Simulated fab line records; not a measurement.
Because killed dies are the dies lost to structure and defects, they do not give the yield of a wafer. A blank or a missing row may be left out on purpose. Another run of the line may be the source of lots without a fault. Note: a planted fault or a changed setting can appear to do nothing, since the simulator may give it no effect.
Struck lot and sound lot, side by side | flow nand-harc | 24 out of 1302 route steps
Sound: wafers L637.3, L637.4, L637.6. Struck: wafer L647.3 (L647.1, L647.2, from the same lot, were not struck and are left out); the cause is given at the end.
At each step with rows: each side's tool, then ch and its chambers, then its first start. Under that, the readings that differ: sound wafers | struck wafers | difference of the means | sigmas: that difference in standard deviations of wafers without a fault.
alike: a reading whose means differ by less than 2 such deviations, as well as words and numbers matching on both sides. not compared: withheld readings; readings where some wafer has no value; bounds like >300 that might hide an equal value; numbers whose values overlap and for which the record gives no deviation.
A row with sigmas, a row that says differs or no value, or rows on one side alone: a step with any of these is where the two part. Numbers that have no deviation but don't overlap get no sigmas and don't part them. A reading missing from all wafers of one side parts the sides only when that side holds two or more wafers.

NHARC_P_M1_INSPECT_27:
  sound on defect-inspect-01, day 8 19:13; struck on defect-inspect-01, day 13 14:59
  reading          | sound       | struck | difference | sigmas
  raw-defect-count | 154 122 149 | 466    | +324       | +2
NHARC_P_M1_PRE_CLEAN_32: time 12 s.
  sound on pecvd-04 ch 0,1, day 8 19:19; struck on pecvd-03 ch 1, day 13 15:02
  alike: heater-power-w
NHARC_P_M1_DEP_33: deposits SiCN, target thk 30 nm.
  sound on pecvd-04 ch 0,1, day 8 19:31; struck on pecvd-03 ch 1, day 13 15:07
  alike: heater-power-w
then, 8 steps without rows for these wafers: NHARC_P_M2_DEP_00 (deposits SiOC, target thk 182.5 nm); NHARC_P_M2_DEHYDRATE_01 (time 120 s); NHARC_P_M2_HMDS_02 (time 30 s); NHARC_P_M2_COAT_34 (time 65 s); NHARC_P_M2_COAT_03 (resist thk 90 nm); NHARC_P_M2_SOFTBAKE_04 (time 55 s); NHARC_P_M2_EBR_05; NHARC_P_M2_EXPOSE_06 (exposes mask P M2, target cd 170 nm).
NHARC_P_M2_PEB_07: peb time 65 s.
  sound on litho-track-06 ch 0, day 8 20:41; struck on litho-track-06 ch 0, day 13 16:17
  reading         | sound          | struck | difference | sigmas
  exhaust-pa (Pa) | 45.6 46.9 45.8 | 43.3   | -2.8       | -3
then, 1 step without rows for these wafers: NHARC_P_M2_DEVELOP_08 (develop time 35 s).
NHARC_P_M2_CD_MEAS_09: target cd 170 nm.
  sound on cd-sem-01 ch 0, day 8 20:46; struck on cd-sem-02 ch 0, day 13 16:22
  reading    | sound             | struck | difference | sigmas
  cd-nm (nm) | 169.9 170.4 170.1 | 175.5  | +5.4       | +11
NHARC_P_M2_OVL_MEAS_10: pitch 340 nm.
  sound on overlay-02, day 8 20:51; struck on overlay-02, day 13 16:28
  reading           | sound          | struck | difference | sigmas
  overlay-y-nm (nm) | -0.9 -0.8 -0.2 | 0.9    | +1.5       | +3
  alike: overlay-x-nm
NHARC_P_M2_INSPECT_11:
  sound on defect-inspect-01, day 8 20:53; struck on defect-inspect-02, day 13 16:29
  alike: raw-defect-count
NHARC_P_M2_DESCUM_14: chemistry O2, time 3 s.
  sound on rie-diel-08 ch 0,1,2, day 8 20:58; struck on rie-diel-03 ch 1, day 13 16:33
  reading               | sound           | struck | difference | sigmas
  model.P_M2.cd-nm (nm) | 170.3 170 170.5 | 175.6  | +5.3       |
  alike: drypump-motor-current-A, oes-product-au, rf-vpp-V, showerhead-plenum-p-Torr, throttle-valve-pct
  not compared: rf-hours-counter-h
NHARC_P_M2_ETCH_35: etches the open film in N2/H2, target depth 40 nm, overetch 12 nm, time 43.94 s.
  sound on rie-diel-08 ch 0,2, day 8 21:02; struck on rie-diel-03 ch 3, day 13 16:38
  alike: drypump-motor-current-A, oes-product-au, rf-vpp-V, showerhead-plenum-p-Torr, throttle-valve-pct
  not compared: rf-hours-counter-h
NHARC_P_M2_ETCH_15: etches the open film in C4F8/Ar, target depth 182.5 nm, time 91.2 s.
  sound: rie-diel-08 ch 0,2,3; struck: rie-diel-03 ch 3
  alike: oes-product-au, rf-vpp-V
  not compared: rf-hours-counter-h
NHARC_P_M2_CD_MEAS_16:
  sound on cd-sem-02, day 8 21:16; struck on cd-sem-02, day 13 16:52
  reading    | sound             | struck | difference | sigmas
  cd-nm (nm) | 169.9 169.9 170.2 | 175.1  | +5.1       | +9
NHARC_P_M2_STRIP_18: strips in N2/H2.
  sound on rie-diel-03 ch 1,2, day 8 21:20; struck on rie-diel-07 ch 3, day 13 16:56
  alike: drypump-motor-current-A, oes-product-au, rf-vpp-V, showerhead-plenum-p-Torr, throttle-valve-pct
  not compared: rf-hours-counter-h
NHARC_P_M2_ETCH_28: etches the open film in CF4/N2, target depth 30 nm, time 72.99 s.
  sound: rie-diel-03 ch 0,1,2; struck: rie-diel-07 ch 3
  reading               | sound             | struck | difference | sigmas
  model.P_M2.cd-nm (nm) | 169.9 169.7 170.1 | 175.1  | +5.2       |
  alike: drypump-motor-current-A, oes-product-au, rf-vpp-V, showerhead-plenum-p-Torr, throttle-valve-pct
  not compared: rf-hours-counter-h
then, 1 step without rows for these wafers: NHARC_P_M2_STRIP_19 (strips in post etch residue remover, time 600 s).
-- the record jumps here: 18 days lie between the struck wafers' starts before and after (it left off in module P_M2 and takes up again in module END, whose first step shown is number 1302 of the route) --
NHARC_END_SORT_01:
  sound on prober-01 ch 0, day 26 13:37; struck on prober-01 ch 0, day 32 00:32
  reading         | sound | struck | difference | sigmas
  killed-at-other | 0 0 0 | 3      | +3         | +3
  alike: defect-limited-yield, killed-at-array, killed-at-periphery, killed-dies, killed-open, killed-short, sort_bin_2_pct, sort_bin_3_pct, sort_bin_4_pct, sort-n-pass, sort-rim-yield-pct, sort-yield-pct

== WHERE THEY PART ==
First at NHARC_P_M1_INSPECT_27; last, within this record, at NHARC_END_SORT_01.

WHY: what had been put in by the simulator
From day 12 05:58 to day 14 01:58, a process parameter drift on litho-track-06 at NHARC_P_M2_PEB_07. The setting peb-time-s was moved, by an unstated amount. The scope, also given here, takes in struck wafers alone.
